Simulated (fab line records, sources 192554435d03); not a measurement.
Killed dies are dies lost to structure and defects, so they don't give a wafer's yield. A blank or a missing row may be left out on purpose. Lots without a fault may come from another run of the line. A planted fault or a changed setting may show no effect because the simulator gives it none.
fab line records | flow n5_finfet
record lots=9 wafers=27 last_day=18
route steps=1938 shown BEOL_M4@1059
lots that met no fault: from a run of the same line without faults
start_h: hours from the record's first day to the start of the lot's first wafer shown | wait_h: hours since the lot's step before | " the same as in the row above | L1.1+2: a row that stands for several wafers | - no value, or no start given | * or withheld: withheld | < > ~ a bound
route shown NAME@n: a module of which the file shows steps, and the number in the route of the first | usual: mean/standard deviation of fault-free wafers | same: alike in all rows | chamber/n: place in a boat | sites: the reading at each site | _std_site: their standard deviation | _edge_site: outer sites' mean less inner sites' | radius_mm: how far each site lies from the wafer's centre | mask NAME#n: copy n | behind: the tool/chamber that last shaped the wafer | hold: why the lot was held/for how many hours/how that ended | device: the transistor (n, p or np) that didn't switch | end of line: the same wafers' tests at the end of the route | a step without rows: its recipe alone | killed: dies lost to structure and defects at the first sort, not the wafer's yield | map: a wafer's dies, x killed, . not, _ none there
set.NAME: the setting as run; set.NAME@STEP: as run at that earlier step | model.NAME: the simulator's own value behind a step, which no gauge read
steps of the route over a sample of lots; a table a step, a row a wafer
services: from which hour (start_h, from the record's first day; less than 0 if before it) a tool's chamber was out of use, for how many hours, and why
## steps
# step N5_BEOL_M4_DESCUM_33
# recipe chemistry=O2 time_s=7 source_power_w=50 bias_power_w=20 pressure_mtorr=20 rf_frequency_hz=2.712e+07 temp_c=40 resist=CAR-EUV o2_flow_sccm=225
# usual drypump_motor_current_A=5.6/0.53 oes_product_au=0.80/0.08 rf_vpp_V=243.3/1.5 showerhead_plenum_p_Torr=2.11/0.08 throttle_valve_pct=20.3/0.35
# columns lot.wafer tool chamber start_h wait_h drypump_motor_current_A oes_product_au rf_hours_counter_h rf_vpp_V showerhead_plenum_p_Torr throttle_valve_pct
L909.3 rie_diel-06 2 154.16 0.1 6.5 0.70 229 243.0 2.00 21.1
L909.4 " 0 " " 5.0 0.90 44 244.9 2.23 20.1
L909.6 " 2 " " 6.5 0.70 - 241.4 1.99 21.1
L911.1 rie_diel-05 3 166.73 0.0 5.4 0.69 237 242.9 2.07 20.5
L911.2 " 1 " " 4.9 0.94 8 241.7 2.06 19.7
L911.3 " 0 " " 5.2 0.81 96 241.8 2.03 20.1
L912.1 rie_diel-06 3 189.40 0.1 6.7 0.70 220 244.2 2.18 20.9
L912.5 " 3 " " 6.7 0.70 - 243.4 2.18 20.8
L912.6 " 0 " " 5.0 0.87 - 245.5 2.22 20.1
L918.1 rie_diel-02 1 221.53 0.8 6.0 0.70 232 243.7 2.15 20.5
L918.3 " 2 " " 5.3 0.86 53 245.8 2.24 20.1
L918.5 " 0 " " 5.7 0.81 - 241.1 2.03 20.1
L925.2 rie_diel-06 3 261.20 0.0 6.6 0.68 240 245.4 2.18 20.9
L925.5 " 2 " " 6.4 0.69 - 242.7 1.99 21.1
L925.6 " 3 " " 6.6 0.69 - 245.7 2.18 20.9
L928.1 rie_diel-02 3 279.00 0.0 5.8 0.77 149 242.5 2.09 20.2
L928.4 " 2 " " 5.4 0.85 - 245.0 2.23 20.1
L928.5 " 3 " " 5.8 0.77 - 241.3 2.08 20.2
L929.1 rie_diel-02 0 286.28 0.1 5.6 0.79 111 241.7 2.03 20.2
L929.3 " 2 " " 5.4 0.82 78 245.6 2.23 20.1
L929.4 " 3 " " 5.8 0.77 - 243.3 2.08 20.2
L930.3 rie_diel-02 0 296.08 0.1 5.7 0.78 116 242.6 2.02 20.2
L930.4 " 3 " " 5.8 0.76 157 243.0 2.08 20.2
L930.6 " 3 " " 5.8 0.76 - 243.2 2.08 20.2
L931.2 rie_diel-06 0 301.01 0.0 5.0 0.84 94 243.6 2.21 20.1
L931.3 " 2 " " 6.5 1.02 0 245.6 2.25 20.8
L931.5 " 2 " " 6.5 1.02 - 245.2 2.25 20.8
# step N5_BEOL_M4_STRIP_36
# recipe chemistry=N2/H2 power_w=450 temp_c=40 pressure_mtorr=20 rf_frequency_hz=6e+07 overash_fraction=0.3 bias_power_w=7 h2_frac=0.5 n2_flow_sccm=200 h2_flow_sccm=200
# usual drypump_motor_current_A=5.5/0.51 oes_product_au=0.80/0.082 rf_vpp_V=59.2/1.5 showerhead_plenum_p_Torr=2.54/0.086 throttle_valve_pct=23.4/0.32
# same overash_fraction=0.3
# columns lot.wafer tool chamber start_h wait_h drypump_motor_current_A oes_product_au rf_hours_counter_h rf_vpp_V showerhead_plenum_p_Torr throttle_valve_pct
L909.3 rie_diel-05 3 158.88 0.0 5.4 0.69 235 58.2 2.51 23.7
L909.4 " 0 " " 5.3 0.82 93 56.6 2.46 23.6
L909.6 " 2 " " 5.6 0.80 - 60.7 2.56 23.5
L911.1 rie_diel-05 3 177.22 0.0 5.4 0.68 242 58.3 2.51 23.7
L911.2 " 1 " " 4.9 0.94 12 59.6 2.49 22.8
L911.3 " 0 " " 5.3 0.82 100 57.8 2.46 23.5
L912.1 rie_diel-05 0 190.46 0.0 5.3 0.79 106 59.1 2.46 23.6
L912.5 " 0 " " 5.2 0.80 - 61.5 2.46 23.6
L912.6 " 3 " " 5.4 0.69 - 58.1 2.51 23.7
L918.1 rie_diel-05 3 222.41 0.0 5.4 0.96 2 59.5 2.50 23.3
L918.3 " 1 " " 4.9 0.88 35 59.5 2.48 22.8
L918.5 " 2 " " 5.6 0.78 - 58.6 2.55 23.5
L925.2 rie_diel-06 3 263.91 0.0 6.6 0.68 240 60.4 2.59 23.7
L925.5 " 0 " " 5.0 0.88 - 61.8 2.68 23.2
L925.6 " 3 " " 6.6 0.68 - 59.4 2.59 23.7
L928.1 rie_diel-02 0 285.30 0.0 5.7 0.78 111 58.4 2.45 23.2
L928.4 " 0 " " 5.7 0.79 - 59.9 2.45 23.1
L928.5 " 3 " " 5.8 0.76 - 56.4 2.54 23.5
L929.1 rie_diel-06 1 291.09 0.0 5.1 0.90 19 59.8 2.48 23.2
L929.3 " 0 " " 5.0 0.84 89 58.1 2.68 23.2
L929.4 " 1 " " 5.1 0.89 - 57.6 2.48 23.2
L930.3 rie_diel-02 1 299.49 0.0 6.0 0.93 3 57.4 2.60 23.7
L930.4 " 3 " " 5.8 0.76 157 60.5 2.54 23.6
L930.6 " 2 " " 5.3 0.84 - 58.6 2.67 23.1
L931.2 rie_diel-06 1 302.52 0.0 5.1 0.88 24 57.1 2.48 23.2
L931.3 " 0 " " 5.0 0.85 94 61.1 2.68 23.2
L931.5 " 2 " " 6.4 1.01 - 61.0 2.70 23.9
# step N5_BEOL_M4_TRENCH_ETCH_37
# recipe chemistry=C4F6/O2 target_depth_a=555.55 target=SiOC time_s=29.2 ion_energy_ev=250 pressure_mtorr=30 source_w=355 bias_w=185 Ar_flow_sccm=300 C4F6_flow_sccm=10 O2_flow_sccm=10
# usual bias_w=185.0/0.53 drypump_motor_current_A=5.5/0.51 oes_product_au=0.80/0.081 rf_vpp_V=665/16 showerhead_plenum_p_Torr=2.85/0.084 throttle_valve_pct=20.7/0.32
# columns lot.wafer tool chamber start_h wait_h bias_w drypump_motor_current_A oes_product_au rf_hours_counter_h rf_vpp_V showerhead_plenum_p_Torr throttle_valve_pct
L909.3 rie_diel-05 3 158.92 - 184.5 5.4 0.67 235 668 2.83 20.9
L909.4 " 0 " " 184.7 5.3 0.80 93 654 2.79 20.7
L909.6 " 2 " " 185.0 5.6 0.79 - 672 2.89 20.8
L911.1 rie_diel-05 3 177.26 - 185.2 5.4 0.68 242 667 2.82 20.9
L911.2 " 1 " " 184.4 4.9 0.93 12 646 2.78 20.1
L911.3 " 0 " " 185.2 5.3 0.79 100 653 2.78 20.7
L912.1 rie_diel-05 0 190.50 - 184.7 5.3 0.79 106 653 2.78 20.7
L912.5 " 0 " " 185.5 5.3 0.79 - 654 2.78 20.7
L912.6 " 3 " " 185.3 5.4 0.68 - 667 2.82 20.9
L918.1 rie_diel-05 3 222.45 - 184.6 5.4 0.95 2 667 2.82 20.5
L918.3 " 1 " " 184.2 4.9 0.88 35 645 2.77 20.2
L918.5 " 2 " " 194.2 5.6 0.76 - 698 2.87 20.9
L925.2 rie_diel-06 3 263.95 - 185.0 6.6 0.68 240 675 2.90 21.0
L925.5 " 0 " " 184.6 5.0 0.86 - 680 3.00 20.5
L925.6 " 3 " " 184.7 6.6 0.68 - 673 2.90 21.0
L928.1 rie_diel-02 0 285.34 - 185.6 5.7 0.79 111 667 2.76 20.6
L928.4 " 0 " " 185.3 5.7 0.79 - 668 2.76 20.6
L928.5 " 3 " " 185.2 5.8 0.77 - 656 2.84 20.7
L929.1 rie_diel-06 1 291.13 - 184.9 5.1 0.89 19 646 2.78 20.5
L929.3 " 0 " " 184.6 5.0 0.84 89 680 2.99 20.5
L929.4 " 1 " " 185.0 5.1 0.90 - 646 2.78 20.5
L930.3 rie_diel-02 1 299.53 - 184.6 6.0 0.95 3 691 2.90 20.6
L930.4 " 3 " " 184.6 5.8 0.76 157 655 2.84 20.7
L930.6 " 2 " " 184.6 5.3 0.83 - 697 2.96 20.2
L931.2 rie_diel-06 1 302.56 - 184.6 5.1 0.88 24 647 2.78 20.5
L931.3 " 0 " " 184.3 5.0 0.83 94 681 2.99 20.5
L931.5 " 2 " " 184.5 6.4 1.00 - 646 3.05 21.2
# step N5_BEOL_M4_STRIP_97
# recipe chemistry=N2/H2 time_s=10 power_w=450 temp_c=40 pressure_mtorr=20 rf_frequency_hz=6e+07 bias_power_w=7 n2_flow_sccm=200 h2_flow_sccm=200
# usual drypump_motor_current_A=5.5/0.51 oes_product_au=0.80/0.081 rf_vpp_V=59.1/0.95 showerhead_plenum_p_Torr=2.54/0.086 throttle_valve_pct=23.4/0.32
# columns lot.wafer tool chamber start_h wait_h drypump_motor_current_A oes_product_au rf_hours_counter_h rf_vpp_V showerhead_plenum_p_Torr throttle_valve_pct
L909.3 rie_diel-05 3 - - 5.4 0.69 235 58.2 2.51 23.7
L909.4 " 0 " " 5.3 0.82 93 58.9 2.46 23.6
L909.6 " 2 " " 5.6 0.80 - 58.4 2.56 23.5
L911.1 rie_diel-05 3 - - 5.4 0.68 242 59.3 2.51 23.7
L911.2 " 1 " " 4.8 0.93 12 58.5 2.49 22.8
L911.3 " 0 " " 5.3 0.80 100 59.4 2.46 23.6
L912.1 rie_diel-05 0 - - 5.3 0.80 106 61.3 2.46 23.6
L912.5 " 0 " " 5.3 0.79 - 59.2 2.46 23.6
L912.6 " 3 " " 5.4 0.68 - 58.6 2.51 23.7
L918.1 rie_diel-05 3 - - 5.4 0.98 2 57.5 2.50 23.4
L918.3 " 1 " " 4.8 0.87 35 59.5 2.48 22.8
L918.5 " 2 " " 5.6 0.77 - 60.4 2.55 23.5
L925.2 rie_diel-06 3 - - 6.6 0.68 240 58.8 2.59 23.6
L925.5 " 0 " " 5.0 0.86 - 57.9 2.68 23.2
L925.6 " 3 " " 6.7 0.69 - 58.6 2.59 23.7
L928.1 rie_diel-02 0 - - 5.7 0.79 111 59.6 2.45 23.1
L928.4 " 0 " " 5.7 0.79 - 58.7 2.45 23.1
L928.5 " 3 " " 5.8 0.76 - 60.1 2.54 23.6
L929.1 rie_diel-06 1 - - 5.1 0.89 19 59.9 2.48 23.2
L929.3 " 0 " " 5.0 0.85 89 59.5 2.68 23.2
L929.4 " 1 " " 5.1 0.90 - 58.5 2.48 23.2
L930.3 rie_diel-02 1 - - 6.0 0.94 3 58.7 2.60 23.7
L930.4 " 3 " " 5.8 0.77 157 60.9 2.54 23.6
L930.6 " 2 " " 5.4 0.82 - 59.1 2.67 23.1
L931.2 rie_diel-06 1 - - 5.1 0.88 24 57.9 2.48 23.2
L931.3 " 0 " " 5.0 0.83 94 59.3 2.68 23.2
L931.5 " 2 " " 6.4 1.00 - 58.7 2.70 23.9
# step N5_BEOL_M4_RC_MEAS_101
# usual DIBL_N=36.5/1.4 DIBL_P=36.6/1.9 IOFF_N=0.167/0.029 IOFF_P=0.21/0.033 ION_N=674/12 ION_P=460/8.9 SS_N=71.6/0.57 SS_P=73.4/0.61 VT_N=249/3.3 VT_P=-250/3.3
# columns lot.wafer tool chamber start_h wait_h DIBL_N[mV/V] DIBL_P[mV/V] IOFF_N[nA/um] IOFF_P[nA/um] ION_N[uA/um] ION_P[uA/um] SS_N[mV/dec] SS_P[mV/dec] VT_N[mV] VT_P[mV]
L909.3 prober-01 0 164.05 0.9 34.9 35.9 0.152 0.17 682 454 71.5 73.3 250 -254
L909.4 " 0 " " 34.5 35.7 0.133 0.18 660 449 71.4 73.7 251 -253
L909.6 " 0 " " 37.4 37.8 0.186 0.20 670 453 72.5 73.2 244 -253
L911.1 prober-02 0 181.24 0.0 36.0 37.2 0.162 0.23 693 478 71.3 72.9 252 -252
L911.2 " 0 " " 34.5 34.3 0.130 0.19 667 460 71.4 72.8 253 -250
L911.3 " 0 " " 36.4 36.9 0.145 0.22 659 457 72.1 73.6 252 -250
L912.1 prober-02 0 195.26 0.0 36.6 35.3 0.158 0.23 678 467 71.5 73.4 250 -248
L912.5 " 0 " " 35.1 33.9 0.135 0.21 662 462 70.4 73.0 252 -248
L912.6 " 0 " " 37.3 36.3 0.173 0.25 677 470 71.1 73.6 250 -244
L918.1 prober-02 0 226.25 0.0 37.5 40.1 0.170 0.22 682 463 71.9 73.5 251 -251
L918.3 " 0 " " 35.7 38.1 0.151 0.20 666 461 72.4 73.6 250 -252
L918.5 " 0 " " 35.2 36.2 0.130 0.16 657 447 71.7 73.6 251 -257
L925.2 prober-02 0 269.37 0.2 35.6 35.7 0.135 0.16 662 445 71.4 72.4 255 -255
L925.5 " 0 " " 36.2 36.2 0.152 0.17 664 446 70.7 73.0 249 -255
L925.6 " 0 " " 37.4 37.4 0.164 0.20 674 454 72.3 72.9 251 -255
L928.1 prober-02 0 289.57 0.0 36.3 36.5 0.160 0.20 671 456 72.0 74.1 248 -253
L928.4 " 0 " " 35.6 36.2 0.138 0.20 660 451 71.5 73.5 254 -255
L928.5 " 0 " " 35.4 35.1 0.140 0.19 673 459 70.9 74.4 252 -253
L929.1 prober-02 0 295.18 0.0 34.0 34.6 0.139 0.20 679 465 71.0 72.8 250 -249
L929.3 " 0 " " 36.4 37.1 0.179 0.24 669 466 72.0 73.6 247 -243
L929.4 " 0 " " 36.2 37.3 0.174 0.25 674 467 71.8 73.0 248 -245
L930.3 prober-01 0 304.14 0.3 36.3 35.9 0.147 0.21 659 459 71.3 72.9 253 -249
L930.4 " 0 " " 38.2 37.1 0.161 0.23 665 457 71.4 73.6 250 -250
L930.6 " 0 " " 37.6 37.4 0.169 0.24 668 464 72.0 73.7 246 -249
L931.2 prober-01 0 308.71 0.2 35.2 34.8 0.133 0.19 649 452 72.1 72.1 252 -252
L931.3 " 0 " " 35.4 35.0 0.141 0.20 670 462 71.4 72.8 250 -251
L931.5 " 0 " " 36.6 36.5 0.165 0.21 663 447 72.4 71.9 249 -251
## services
# columns tool chamber start_h hours kind
rie_diel-02 0 151.41 1.6 repair
rie_diel-06 2 168.37 33.9 repair
rie_diel-06 - 195.13 28.1 pm
rie_diel-05 3 198.03 - clean
rie_diel-05 3 198.03 - consumable_replace:focus_ring
rie_diel-05 3 198.03 19.4 scheduled_down
rie_diel-05 3 198.03 19.4 vent_cycle
rie_diel-06 1 223.23 - clean
rie_diel-06 1 223.23 - consumable_replace:focus_ring
rie_diel-06 1 223.23 18.1 scheduled_down
rie_diel-06 1 223.23 18.1 vent_cycle
rie_diel-05 - 250.18 0.4 repair
rie_diel-02 1 268.76 - clean
rie_diel-02 1 268.76 - consumable_replace:focus_ring
rie_diel-02 1 268.76 20.5 scheduled_down
rie_diel-06 2 280.14 - clean
rie_diel-06 2 280.14 - consumable_replace:focus_ring
rie_diel-06 2 280.14 - consumable_replace:showerhead
rie_diel-06 2 280.14 20.4 scheduled_down
rie_diel-06 2 280.14 20.4 vent_cycle
rie_diel-06 3 300.71 - clean
rie_diel-06 3 300.71 - consumable_replace:focus_ring
rie_diel-06 3 300.71 15.2 scheduled_down
rie_diel-06 3 300.71 15.2 vent_cycle
## key
first_sign step=N5_BEOL_M4_TRENCH_ETCH_37 reading=bias_w direction=up sigmas=18 usual=* struck=*
effect none on later readings
met_at N5_BEOL_M4_TRENCH_ETCH_37
struck_lots L918
struck_wafers L918.5
not_acting_at N5_BEOL_M4_DESCUM_33,N5_BEOL_M4_STRIP_36,N5_BEOL_M4_STRIP_97
onset_between 158.92 222.45
fault kind=process_parameter_drift tool=rie_diel-05 chamber=2 onset_h=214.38 steps=N5_BEOL_M4_TRENCH_ETCH_37 channel=bias_w offset=* shape=step end_h=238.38 acts_in=* stated=*
